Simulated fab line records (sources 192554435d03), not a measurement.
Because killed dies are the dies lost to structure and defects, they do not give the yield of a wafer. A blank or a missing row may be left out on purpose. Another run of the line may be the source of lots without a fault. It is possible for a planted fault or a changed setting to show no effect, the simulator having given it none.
Matching of chambers -- flow n5-finfet -- N5_HKMG_FIN_NWFM_ALD_20 on ald-metal-01 has 4 sister chambers
The step deposits TiAlC, target thk 2 nm, pulse time 3 s, purge time 2 s. 7 wafers are shown with their chamber, then 8 later ones without.

## WAFERS PAIRED WITH THEIR CHAMBERS
wafer,chamber,heater-power-w (W),precursor-pulse-height-rel
L079.4,2,575,0.979
L088.2,0,522,0.986
L088.3,3,524,1.005
L089.1,0,526,1.015
L089.3,3,519,0.988
L089.4,1,508,1.013
L090.2,1,484,1.017

## WAFERS WHOSE CHAMBER IS MISSING
wafer,heater-power-w (W),precursor-pulse-height-rel
L090.3,519,1.029
L090.5,523,1.023
L092.2,490,1.030
L092.4,559,1.020
L092.6,513,1.014
L094.1,521,1.013
L094.2,575,1.018
L094.3,510,0.988

## THE CHAMBER EACH PASSED THROUGH
wafer,from the rows above,in truth
L090.3,can't be placed: 0 or 3 or 1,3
L090.5,can't be placed: 0 or 3 or 1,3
L092.2,1,1
L092.4,can't be placed: 2 or 0 or 3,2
L092.6,can't be placed: 0 or 3 or 1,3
L094.1,can't be placed: 0 or 3 or 1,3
L094.2,2,2
L094.3,can't be placed: 3 or 0 or 1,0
Correctly placed: 2 of 8. Can't be placed from these rows: 6 (the true chamber is among the candidates in 6). 0 placed wrongly.
How it was worked out, from the rows above alone: a wafer's distance from a chamber is the root of the sum, over the readings, of the square of ((its reading less the chamber's mean) divided by the reading's scatter). If the next closest chamber is less than 2 further off than the closest, the wafer can't be placed; otherwise it belongs to the closest. Each chamber's mean is taken over the wafers shown for it. How the scatter is found: for the shown wafers, subtract from each reading the mean of its chamber, square and add these, divide the total by (wafers less chambers), then take the root.
